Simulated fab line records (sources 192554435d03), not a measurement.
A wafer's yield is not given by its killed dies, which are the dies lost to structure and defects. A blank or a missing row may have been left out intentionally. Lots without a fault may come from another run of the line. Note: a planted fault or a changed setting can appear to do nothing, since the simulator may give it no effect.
fab line records + flow n5Finfet
record
- lots=5
- wafers=15
- lastDay=19
route steps=1938 shown BEOL_M1@839 BEOL_M2@841
lots that met no fault: from a run of the same line without faults
startH: hours from the record's opening day to when the first of the lot's shown wafers began + waitH: hours since the lot's step before + " repeats the value in the row above + L1.1+2: several wafers, shown together as one row + - either no value or no given start + * or withheld: withheld + < > ~ a bound
route shown NAME@n: NAME is a module with steps in the file, n the number in the route of the first one + usual: average and standard deviation across the fault-free wafers + same: alike in all rows + chamber/n: place in a boat + sites: readings site by site + _std_site: the values' standard deviation + _edge_site: mean of outer sites minus mean of inner sites + radiusMm: for every site, how far away it sits from the centre of the wafer + mask NAME#n: copy n + behind: the tool/chamber that last shaped the wafer + hold: why the lot was held/for how many hours/how that ended + device: the n, p or np transistor that did not switch + end of line: the same wafers' tests at the end of the route + a step given without rows: its recipe and nothing more + killed: not the wafer's yield, but the dies lost to structure and defects at the first sort + map: a wafer's dies, x killed, . not, _ none there
set.NAME: the setting that was run; set.NAME@STEP: the one run at that earlier step + model.NAME: the simulator's own value behind a step, which no gauge read
a table for each step, a row for each wafer; lots at some steps of the route
services: from which hour (startH, from the record's first day; less than 0 if before it) a tool's chamber was out of use, for how many hours, and why
## steps
# step N5_BEOL_M1_RS_MEAS_58
# recipe
- thkMeasGauge=four-point-probe
- reads=Co_of_BEOL_M1_CO_CAP_55+Cu_of_BEOL_M1_ECD_50+Co_of_BEOL_M1_CVD_47+TaN_of_BEOL_M1_ALD_84
# usual
- M1_RS=0.68/0.037
| lot.wafer | tool         | chamber | startH | waitH | M1_RS[ohm/sq] |
|-----------|--------------|---------|--------|-------|---------------|
| L076.2    | filmMetro-01 | -       | 151.00 | 0.1   | 0.70          |
| L076.3    | "            | -       | "      | "     | 0.62          |
| L076.6    | "            | -       | "      | "     | 0.60          |
| L082.1    | filmMetro-02 | -       | 185.54 | 0.0   | 0.67          |
| L082.2    | "            | -       | "      | "     | 0.66          |
| L082.3    | "            | -       | "      | "     | 0.62          |
| L086.1    | filmMetro-01 | -       | 202.29 | 0.0   | 0.65          |
| L086.5    | "            | -       | "      | "     | 0.67          |
| L086.6    | "            | -       | "      | "     | 0.62          |
| L092.1    | filmMetro-01 | -       | 248.58 | 0.0   | 0.70          |
| L092.2    | "            | -       | "      | "     | 0.70          |
| L092.3    | "            | -       | "      | "     | 0.70          |
| L094.4    | filmMetro-01 | -       | 272.28 | 0.0   | 0.65          |
| L094.5    | "            | -       | "      | "     | 0.64          |
| L094.6    | "            | -       | "      | "     | 0.69          |
# step N5_BEOL_M1_INSPECT_59
# recipe
- inspectInstrument=darkfield
- mode=postDep
# usual
- rawDefectCount=68/22
| lot.wafer | tool             | chamber | startH | waitH | rawDefectCount |
|-----------|------------------|---------|--------|-------|----------------|
| L076.2    | defectInspect-02 | -       | 151.02 | 0.0   | 43             |
| L076.3    | "                | -       | "      | "     | 67             |
| L076.6    | "                | -       | "      | "     | 63             |
| L082.1    | defectInspect-02 | -       | 185.57 | 0.0   | 63             |
| L082.2    | "                | -       | "      | "     | 56             |
| L082.3    | "                | -       | "      | "     | 59             |
| L086.1    | defectInspect-02 | -       | 202.31 | 0.0   | 48             |
| L086.5    | "                | -       | "      | "     | 76             |
| L086.6    | "                | -       | "      | "     | 84             |
| L092.1    | defectInspect-01 | -       | 248.61 | 0.0   | 70             |
| L092.2    | "                | -       | "      | "     | 93             |
| L092.3    | "                | -       | "      | "     | 64             |
| L094.4    | defectInspect-01 | -       | 272.30 | 0.0   | 65             |
| L094.5    | "                | -       | "      | "     | 61             |
| L094.6    | "                | -       | "      | "     | 121            |
# step N5_BEOL_M2_ILD_DEP_00
# recipe
- material=SiOC
- targetThkA=790
- tempC=350
- precursor=DEMS/O2
- pressureTorr=5
- rfW=500
- timeS=15.3
# usual
- heaterPowerW=443/48
- showerheadPlenumPTorr=5.698/0.012
- throttleValvePct=12.0/0.58
| lot.wafer | tool     | chamber | startH | waitH | heaterPowerW | showerheadPlenumPTorr | throttleValvePct |
|-----------|----------|---------|--------|-------|--------------|-----------------------|------------------|
| L076.2    | pecvd-04 | 1       | 151.06 | 0.0   | 466          | 5.705                 | 12.5             |
| L076.3    | "        | 2       | "      | "     | 460          | 5.715                 | 11.5             |
| L076.6    | "        | 1       | "      | "     | 455          | 5.715                 | 12.4             |
| L082.1    | pecvd-03 | 2       | 185.61 | 0.0   | 459          | 5.698                 | 12.0             |
| L082.2    | "        | 1       | "      | "     | 442          | 5.709                 | 11.8             |
| L082.3    | "        | 0       | "      | "     | 563          | 5.694                 | 13.0             |
| L086.1    | pecvd-01 | 0       | 202.35 | 0.0   | 459          | 5.686                 | 11.6             |
| L086.5    | "        | 2       | "      | "     | 371          | 5.710                 | 10.8             |
| L086.6    | "        | 0       | "      | "     | 458          | 5.700                 | 11.5             |
| L092.1    | pecvd-04 | 1       | 248.65 | 0.0   | 446          | 5.710                 | 12.3             |
| L092.2    | "        | 0       | "      | "     | 391          | 5.674                 | 12.1             |
| L092.3    | "        | 2       | "      | "     | 435          | 5.690                 | 11.9             |
| L094.4    | pecvd-01 | 2       | 272.35 | 0.1   | 409          | 5.704                 | 11.2             |
| L094.5    | "        | 1       | "      | "     | 487          | 5.690                 | 12.2             |
| L094.6    | "        | 0       | "      | "     | 473          | 5.692                 | 11.4             |
# step N5_BEOL_M2_THK_MEAS_01
# recipe
- reads=SiOC_of_BEOL_M2_ILD_DEP_00
# usual
- M2_ILD_THK=79.1/1.1
| lot.wafer | tool         | chamber | startH | waitH | M2_ILD_THK[nm] |
|-----------|--------------|---------|--------|-------|----------------|
| L076.2    | filmMetro-02 | -       | 151.13 | 0.1   | 77.5           |
| L076.3    | "            | -       | "      | "     | 79.1           |
| L076.6    | "            | -       | "      | "     | 78.9           |
| L082.1    | filmMetro-02 | -       | 185.67 | 0.0   | 78.4           |
| L082.2    | "            | -       | "      | "     | 79.2           |
| L082.3    | "            | -       | "      | "     | 77.8           |
| L086.1    | filmMetro-02 | -       | 202.42 | 0.0   | 80.3           |
| L086.5    | "            | -       | "      | "     | 81.3           |
| L086.6    | "            | -       | "      | "     | 81.0           |
| L092.1    | filmMetro-02 | -       | 248.71 | 0.0   | 77.2           |
| L092.2    | "            | -       | "      | "     | 76.9           |
| L092.3    | "            | -       | "      | "     | 77.4           |
| L094.4    | filmMetro-02 | -       | 272.41 | 0.0   | 80.9           |
| L094.5    | "            | -       | "      | "     | 79.1           |
| L094.6    | "            | -       | "      | "     | 80.4           |
# step N5_BEOL_M2_PECVD_72
# recipe
- material=SiO2
- targetThkA=160
- tempC=400
- precursor=TEOS/O2
- pressureTorr=5.5
- rfW=450
- teosFlowSccm=53.8
- gas=O2
- flowSccm=3000
- timeS=18
# usual
- heaterPowerW=657/69
- showerheadPlenumPTorr=8.80/0.056
- throttleValvePct=22.4/1
| lot.wafer | tool     | chamber | startH | waitH | heaterPowerW | showerheadPlenumPTorr | throttleValvePct |
|-----------|----------|---------|--------|-------|--------------|-----------------------|------------------|
| L076.2    | pecvd-04 | 0       | 151.17 | 0.0   | 621          | 8.67                  | 22.2             |
| L076.3    | "        | 2       | "      | "     | 692          | 8.82                  | 22.0             |
| L076.6    | "        | 0       | "      | "     | 609          | 8.70                  | 22.7             |
| L082.1    | pecvd-04 | 0       | 185.71 | 0.0   | 533          | 8.71                  | 22.5             |
| L082.2    | "        | 2       | "      | "     | 619          | 8.80                  | 22.2             |
| L082.3    | "        | 1       | "      | "     | 736          | 8.86                  | 23.4             |
| L086.1    | pecvd-04 | 2       | 202.45 | 0.0   | 704          | 8.82                  | 22.2             |
| L086.5    | "        | 1       | "      | "     | 684          | 8.85                  | 23.3             |
| L086.6    | "        | 0       | "      | "     | 545          | 8.69                  | 22.7             |
| L092.1    | pecvd-03 | 2       | 248.75 | 0.0   | 682          | 8.79                  | 20.0             |
| L092.2    | "        | 1       | "      | "     | 568          | 8.86                  | 22.3             |
| L092.3    | "        | 0       | "      | "     | 835          | 8.81                  | 24.6             |
| L094.4    | pecvd-04 | 1       | 272.46 | 0.1   | 727          | 8.86                  | 23.2             |
| L094.5    | "        | 2       | "      | "     | 709          | 8.82                  | 22.3             |
| L094.6    | "        | 0       | "      | "     | 547          | 8.72                  | 22.2             |
# step N5_BEOL_M2_HM_DEP_02
# recipe
- material=TiN
- targetThkA=200
- tempC=25
- chamberPressurePa=0.49996
# usual
- throttleValvePct=30.6/1
| lot.wafer | tool          | chamber | startH | waitH | throttleValvePct |
|-----------|---------------|---------|--------|-------|------------------|
| L076.2    | pvdSputter-01 | -       | 151.22 | 0.0   | 29.7             |
| L076.3    | "             | -       | "      | "     | 30.6             |
| L076.6    | "             | -       | "      | "     | 32.2             |
| L082.1    | pvdSputter-03 | -       | 186.32 | 0.6   | 31.2             |
| L082.2    | "             | -       | "      | "     | 30.6             |
| L082.3    | "             | -       | "      | "     | 28.4             |
| L086.1    | pvdSputter-01 | -       | 203.02 | 0.6   | 30.8             |
| L086.5    | "             | -       | "      | "     | 30.4             |
| L086.6    | "             | -       | "      | "     | 32.1             |
| L092.1    | pvdSputter-02 | -       | 249.74 | 1.0   | 31.6             |
| L092.2    | "             | -       | "      | "     | 32.5             |
| L092.3    | "             | -       | "      | "     | 29.9             |
| L094.4    | pvdSputter-02 | -       | 275.09 | 2.6   | 32.4             |
| L094.5    | "             | -       | "      | "     | 30.2             |
| L094.6    | "             | -       | "      | "     | 31.7             |
# step N5_BEOL_M2_COAT_61
# recipe
- resist=SOC
- tempC=250
- timeS=60
- spinRpm=1500
- resistThkNm=60
| lot.wafer  | tool          | chamber | startH | waitH |
|------------|---------------|---------|--------|-------|
| L076.2+3+6 | lithoTrack-01 | 0       | 151.35 | 0.1   |
| L082.1+2+3 | lithoTrack-04 | 0       | 186.44 | 0.1   |
| L086.1+5+6 | lithoTrack-01 | 0       | 203.15 | 0.1   |
| L092.1+2+3 | lithoTrack-01 | 0       | 249.87 | 0.1   |
| L094.4+5+6 | lithoTrack-01 | 0       | 275.23 | 0.1   |
# step N5_BEOL_M2_COAT_62
# recipe
- resist=SiARC
- tempC=220
- timeS=60
- spinRpm=1500
- resistThkNm=12
| lot.wafer  | tool          | chamber | startH | waitH |
|------------|---------------|---------|--------|-------|
| L076.2+3+6 | lithoTrack-01 | 0       | -      | -     |
| L082.1+2+3 | lithoTrack-04 | 0       | -      | -     |
| L086.1+5+6 | lithoTrack-01 | 0       | -      | -     |
| L092.1+2+3 | lithoTrack-01 | 0       | -      | -     |
| L094.4+5+6 | lithoTrack-01 | 0       | -      | -     |
# step N5_BEOL_M2_COAT_73
# recipe
- resist=underlayer
- tempC=205
- timeS=60
- spinRpm=1500
- resistThkNm=5
| lot.wafer  | tool          | chamber | startH | waitH |
|------------|---------------|---------|--------|-------|
| L076.2+3+6 | lithoTrack-01 | 0       | -      | -     |
| L082.1+2+3 | lithoTrack-04 | 0       | -      | -     |
| L086.1+5+6 | lithoTrack-01 | 0       | -      | -     |
| L092.1+2+3 | lithoTrack-01 | 0       | -      | -     |
| L094.4+5+6 | lithoTrack-01 | 0       | -      | -     |
# step N5_BEOL_M2_COAT_05
# recipe
- resist=CAR-EUV
- spinRpm=1500
- resistThkNm=30
| lot.wafer  | tool          | chamber | startH | waitH |
|------------|---------------|---------|--------|-------|
| L076.2+3+6 | lithoTrack-01 | 0       | -      | -     |
| L082.1+2+3 | lithoTrack-04 | 0       | -      | -     |
| L086.1+5+6 | lithoTrack-01 | 0       | -      | -     |
| L092.1+2+3 | lithoTrack-01 | 0       | -      | -     |
| L094.4+5+6 | lithoTrack-01 | 0       | -      | -     |
# step N5_BEOL_M2_EBR_07
# recipe
- solvent=PGMEA
- ebrWidthMm=1.5
| lot.wafer  | tool          | chamber | startH | waitH |
|------------|---------------|---------|--------|-------|
| L076.2+3+6 | lithoTrack-01 | 0       | -      | -     |
| L082.1+2+3 | lithoTrack-04 | 0       | -      | -     |
| L086.1+5+6 | lithoTrack-01 | 0       | -      | -     |
| L092.1+2+3 | lithoTrack-01 | 0       | -      | -     |
| L094.4+5+6 | lithoTrack-01 | 0       | -      | -     |
# step N5_BEOL_M2_SOFTBAKE_06
# recipe
- tempC=110
- timeS=60
- resist=CAR-EUV
| lot.wafer  | tool          | chamber | startH | waitH |
|------------|---------------|---------|--------|-------|
| L076.2+3+6 | lithoTrack-01 | 0       | -      | -     |
| L082.1+2+3 | lithoTrack-04 | 0       | -      | -     |
| L086.1+5+6 | lithoTrack-01 | 0       | -      | -     |
| L092.1+2+3 | lithoTrack-01 | 0       | -      | -     |
| L094.4+5+6 | lithoTrack-01 | 0       | -      | -     |
# step N5_BEOL_M2_EXPOSE_08
# recipe
- maskId=M2
- na=0.33
- sourceShape=dipole
- sigmaInner=0.369
- sigmaOuter=0.767
- polarization=unpolarized
- doseMj=41.25
# usual
- focusOffsetNm=-0.1/0.6
- reticleTempC=23.01/0.11
| lot.wafer | tool          | chamber | startH | waitH | mask | focusOffsetNm | reticleTempC |
|-----------|---------------|---------|--------|-------|------|---------------|--------------|
| L076.2    | euvScanner-01 | 0       | 151.49 | -     | M2#0 | 0.3           | 22.91        |
| L076.3    | "             | 0       | "      | "     | M2#0 | 0.2           | 22.88        |
| L076.6    | "             | 0       | "      | "     | M2#0 | 0.9           | 22.87        |
| L082.1    | euvScanner-01 | 0       | 186.84 | -     | M2#0 | -0.6          | 23.10        |
| L082.2    | "             | 0       | "      | "     | M2#0 | -0.2          | 22.96        |
| L082.3    | "             | 0       | "      | "     | M2#0 | 0.6           | 23.07        |
| L086.1    | euvScanner-01 | 0       | 203.29 | -     | M2#0 | -0.7          | 23.02        |
| L086.5    | "             | 0       | "      | "     | M2#0 | -0.2          | 23.05        |
| L086.6    | "             | 0       | "      | "     | M2#0 | -0.2          | 22.99        |
| L092.1    | euvScanner-02 | 0       | 250.13 | -     | M2#0 | -1.3          | 23.04        |
| L092.2    | "             | 0       | "      | "     | M2#0 | -0.1          | 23.04        |
| L092.3    | "             | 0       | "      | "     | M2#0 | 0.1           | 23.19        |
| L094.4    | euvScanner-02 | 0       | 275.51 | -     | M2#0 | -0.2          | 22.91        |
| L094.5    | "             | 0       | "      | "     | M2#0 | 0.1           | 23.01        |
| L094.6    | "             | 0       | "      | "     | M2#0 | 0.1           | 22.96        |
# step N5_BEOL_M2_PEB_09
# recipe
- pebTempC=100
- pebTimeS=60
- resist=CAR-EUV
| lot.wafer  | tool          | chamber | startH | waitH |
|------------|---------------|---------|--------|-------|
| L076.2+3+6 | lithoTrack-04 | 0       | 151.55 | 0.1   |
| L082.1+2+3 | lithoTrack-03 | 0       | 186.91 | 0.1   |
| L086.1+5+6 | lithoTrack-01 | 0       | 203.35 | 0.1   |
| L092.1+2+3 | lithoTrack-03 | 0       | 250.19 | 0.1   |
| L094.4+5+6 | lithoTrack-03 | 0       | 275.56 | 0.0   |
# step N5_BEOL_M2_DEVELOP_10
# recipe
- developTimeS=30
- developer=TMAH
- resist=CAR-EUV
- rinseLiquid=surfactantRinse
- dry=airSpin
- devTempC=23
| lot.wafer  | tool          | chamber | startH | waitH |
|------------|---------------|---------|--------|-------|
| L076.2+3+6 | lithoTrack-04 | 0       | -      | -     |
| L082.1+2+3 | lithoTrack-03 | 0       | -      | -     |
| L086.1+5+6 | lithoTrack-01 | 0       | -      | -     |
| L092.1+2+3 | lithoTrack-03 | 0       | -      | -     |
| L094.4+5+6 | lithoTrack-03 | 0       | -      | -     |
# step N5_BEOL_M2_CD_MEAS_11
# recipe
- targetCdNm=16.79
- landingEnergyEv=500
- detector=seInlens
- polarity=opening
# usual
- cdNm=16.84/0.25
| lot.wafer | tool     | chamber | startH | waitH | cdNm  |
|-----------|----------|---------|--------|-------|-------|
| L076.2    | cdSem-03 | 0       | 151.62 | -     | 16.72 |
| L076.3    | "        | 0       | "      | "     | 16.95 |
| L076.6    | "        | 0       | "      | "     | 17.03 |
| L082.1    | cdSem-02 | 0       | 186.98 | -     | 16.79 |
| L082.2    | "        | 0       | "      | "     | 16.86 |
| L082.3    | "        | 0       | "      | "     | 16.71 |
| L086.1    | cdSem-03 | 0       | 203.42 | -     | 16.85 |
| L086.5    | "        | 0       | "      | "     | 17.19 |
| L086.6    | "        | 0       | "      | "     | 16.85 |
| L092.1    | cdSem-03 | 0       | 250.26 | -     | 16.26 |
| L092.2    | "        | 0       | "      | "     | 16.83 |
| L092.3    | "        | 0       | "      | "     | 17.01 |
| L094.4    | cdSem-01 | 0       | 275.63 | -     | 16.99 |
| L094.5    | "        | 0       | "      | "     | 17.03 |
| L094.6    | "        | 0       | "      | "     | 17.10 |
# step N5_BEOL_M2_OVL_MEAS_12
# recipe
- pointsPerWafer=522
# usual
- M2_OVL=0.5/0.67
| lot.wafer | tool       | chamber | startH | waitH | M2_OVL[nm] |
|-----------|------------|---------|--------|-------|------------|
| L076.2    | overlay-01 | 0       | 151.65 | 0.0   | 0.5        |
| L076.3    | "          | 0       | "      | "     | 0.6        |
| L076.6    | "          | 0       | "      | "     | 0.0        |
| L082.1    | overlay-02 | 0       | 187.01 | 0.0   | -0.2       |
| L082.2    | "          | 0       | "      | "     | -0.2       |
| L082.3    | "          | 0       | "      | "     | -0.3       |
| L086.1    | overlay-01 | 0       | 203.45 | 0.0   | 1.1        |
| L086.5    | "          | 0       | "      | "     | 1.6        |
| L086.6    | "          | 0       | "      | "     | 0.8        |
| L092.1    | overlay-02 | 0       | 250.29 | 0.0   | 1.0        |
| L092.2    | "          | 0       | "      | "     | 1.4        |
| L092.3    | "          | 0       | "      | "     | 1.2        |
| L094.4    | overlay-02 | 0       | 275.67 | 0.0   | -0.4       |
| L094.5    | "          | 0       | "      | "     | 0.9        |
| L094.6    | "          | 0       | "      | "     | 0.2        |
# step N5_BEOL_M2_INSPECT_13
# recipe
- mode=adi
- inspectInstrument=brightfield
# usual
- rawDefectCount=393/86
| lot.wafer | tool             | chamber | startH | waitH | rawDefectCount |
|-----------|------------------|---------|--------|-------|----------------|
| L076.2    | defectInspect-01 | -       | 151.71 | 0.0   | 291            |
| L076.3    | "                | -       | "      | "     | 419            |
| L076.6    | "                | -       | "      | "     | 291            |
| L082.1    | defectInspect-01 | -       | 187.07 | 0.1   | 325            |
| L082.2    | "                | -       | "      | "     | 347            |
| L082.3    | "                | -       | "      | "     | 392            |
| L086.1    | defectInspect-02 | -       | 203.51 | 0.1   | 330            |
| L086.5    | "                | -       | "      | "     | 331            |
| L086.6    | "                | -       | "      | "     | 316            |
| L092.1    | defectInspect-01 | -       | 250.35 | 0.1   | 464            |
| L092.2    | "                | -       | "      | "     | 558            |
| L092.3    | "                | -       | "      | "     | 324            |
| L094.4    | defectInspect-01 | -       | 275.71 | 0.0   | 385            |
| L094.5    | "                | -       | "      | "     | 329            |
| L094.6    | "                | -       | "      | "     | 423            |
## services
| tool          | chamber | startH | hours | kind                         |
|---------------|---------|--------|-------|------------------------------|
| euvScanner-02 | -       | 146.46 | 1.0   | pm                           |
| pecvd-04      | 0       | 157.67 | 2.1   | scheduledDown                |
| pecvd-01      | 0       | 166.14 | 7.5   | repair                       |
| pvdSputter-03 | -       | 168.35 | 2.5   | repair                       |
| euvScanner-01 | -       | 172.58 | 1.0   | pm                           |
| pecvd-03      | 2       | 172.77 | 6.1   | repair                       |
| euvScanner-02 | -       | 173.62 | 2.0   | repair                       |
| pecvd-01      | -       | 175.72 | 2.8   | pm                           |
| pecvd-03      | 2       | 178.89 | 2.1   | scheduledDown                |
| euvScanner-02 | -       | 179.08 | 4.6   | pm                           |
| pecvd-04      | 1       | 192.15 | 2.1   | scheduledDown                |
| pecvd-03      | 2       | 202.38 | -     | clean                        |
| pecvd-03      | 2       | 202.38 | -     | consumableReplace:showerhead |
| pecvd-03      | 2       | 202.38 | 29.0  | scheduledDown                |
| pecvd-03      | 2       | 202.38 | 29.0  | ventCycle                    |
| euvScanner-02 | -       | 202.62 | 1.0   | pm                           |
| pecvd-01      | -       | 216.05 | 2.1   | repair                       |
| pecvd-01      | 2       | 222.84 | 2.1   | scheduledDown                |
| pecvd-01      | -       | 227.20 | 4.2   | repair                       |
| euvScanner-01 | -       | 228.73 | 1.0   | pm                           |
| euvScanner-02 | 0       | 242.20 | -     | calibration                  |
| pvdSputter-03 | -       | 256.81 | 10.5  | repair                       |
| euvScanner-02 | -       | 258.76 | 1.0   | pm                           |
| euvScanner-01 | 0       | 272.31 | -     | calibration                  |
## key
fault none
